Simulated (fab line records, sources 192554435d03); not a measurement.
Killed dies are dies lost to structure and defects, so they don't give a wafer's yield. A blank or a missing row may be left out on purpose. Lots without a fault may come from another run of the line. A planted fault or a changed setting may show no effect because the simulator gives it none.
Split-lot experiment | flow n5_finfet | 7 lots, 21 wafers read, on a route of 1938 steps

THE SPLIT
At N5_BEOL_M14_ILD_DEP_00 (deposits SiO2 from TEOS/O2, target thk 1119.3 nm, time 237.4 s), the setting temp_c was moved away from the recipe's 400 C on 12 of the 21 wafers read, by -2.0% to +0.9%. The other wafers ran this setting at the recipe's value.

The file shows no step between the split and the reading.

THE READING
M14_ILD_THK, in nm, at N5_BEOL_M14_THK_MEAS_01. Fault-free wafers of this fab line usually give 1119 nm, standard deviation 16 nm.

wafer  | tool, chamber at the split | temp_c as run, C | against the recipe | M14_ILD_THK, nm | against lot-mates on the recipe
L076.1 | pecvd-01, 2                | 396.4            | -0.9%              | 1114            | no lot-mate on the recipe
L076.2 | pecvd-01, 0                | 396.4            | -0.9%              | 1122            | no lot-mate on the recipe
L076.4 | pecvd-01, 0                | 396.4            | -0.9%              | 1137            | no lot-mate on the recipe
L079.1 | pecvd-01, 1                | 400              | recipe             | 1087            | -
L079.3 | pecvd-01, 0                | 393.9            | -1.5%              | 1140            | +53
L079.6 | pecvd-01, 2                | 393.9            | -1.5%              | 1157            | +70
L083.3 | pecvd-02, 1                | 400              | recipe             | 1106            | -
L083.5 | pecvd-02, 2                | 396.1            | -1.0%              | 1137            | +31
L083.6 | pecvd-02, 1                | 396.1            | -1.0%              | 1164            | +58
L088.2 | pecvd-01, 2                | 400              | recipe             | 1108            | -
L088.3 | pecvd-01, 1                | 403.5            | +0.9%              | 1098            | -26
L088.4 | pecvd-01, 1                | 400              | recipe             | 1140            | -
L091.1 | pecvd-03, 1                | 400              | recipe             | 1129            | -
L091.4 | pecvd-03, 1                | 392.2            | -2.0%              | 1201            | +68
L091.5 | pecvd-03, 0                | 400              | recipe             | 1138            | -
L096.3 | pecvd-03, 2                | 398              | -0.5%              | 1155            | no lot-mate on the recipe
L096.5 | pecvd-03, 2                | 398              | -0.5%              | 1152            | no lot-mate on the recipe
L096.6 | pecvd-03, 1                | 398              | -0.5%              | 1176            | no lot-mate on the recipe
L097.2 | pecvd-03, 0                | 400              | recipe             | 1101            | -
L097.4 | pecvd-03, 1                | 400              | recipe             | 1123            | -
L097.5 | pecvd-03, 2                | 400              | recipe             | 1126            | -

THE FIT
A straight line over all 21 wafers: M14_ILD_THK changes by -27.4 nm for each +1% of temp_c; r = -0.67; the points scatter about the line by 21 nm.
The same after taking each lot's own level away (the mean of its wafers on the recipe; 15 wafers): -37.6 nm for each +1%; r = -0.94; scatter 11 nm.
On that fit, the largest move of temp_c shifts the reading by 73 nm.
The lots' own levels span 1087.0 to 1133.5 nm, that is 2.9 times the standard deviation above.
So the lot-to-lot level blurs the effect unless lot-mates are compared.
Check: with one of the wafers moved furthest among these (-2.0%) left out of the fit, the line predicts +79 nm for it against its lot-mates. It came out at +67.5 nm against them.

OTHER SPLITS ON THESE WAFERS
These wafers also went through other splits before the reading. Each is held against what the fit with the lots' levels taken away leaves over:
other split on the same wafers    | wafers away from the commonest value | r with M14_ILD_THK (lot level and that fit taken away)
N5_BEOL_M12_CMP_49 down_force_psi | 8                                    | -0.11
N5_BEOL_M13_ILD_DEP_00 time_s     | 6                                    | -0.07

THE WHOLE CHAIN: every reading that the file lists as answering this split, in the file's order
step                    | what it does                                                   | reading                                                                             | change (the file's fit)              | r (the file's)
N5_BEOL_M14_ILD_DEP_00  | deposits SiO2 from TEOS/O2, target thk 1119.3 nm, time 237.4 s | SiO2_of_BEOL_M14_ILD_DEP_00.thk_nm (the simulator's own value, which no gauge read) | -37.2 nm for each +1% of the setting | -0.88
N5_BEOL_M14_THK_MEAS_01 |                                                                | M14_ILD_THK                                                                         | -37.1 for each +1% of the setting    | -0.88
N5_BEOL_M14_VIA_ETCH_16 | etches SiO2 in C4F8/O2/Ar, target depth 1231.3 nm              | etch.depth_nm (the simulator's own value, which no gauge read)                      | -37.2 nm for each +1% of the setting | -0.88

THE FILE'S OWN FIT
M14_ILD_THK changes by -37.1 nm for each +1% of temp_c, r = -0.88.
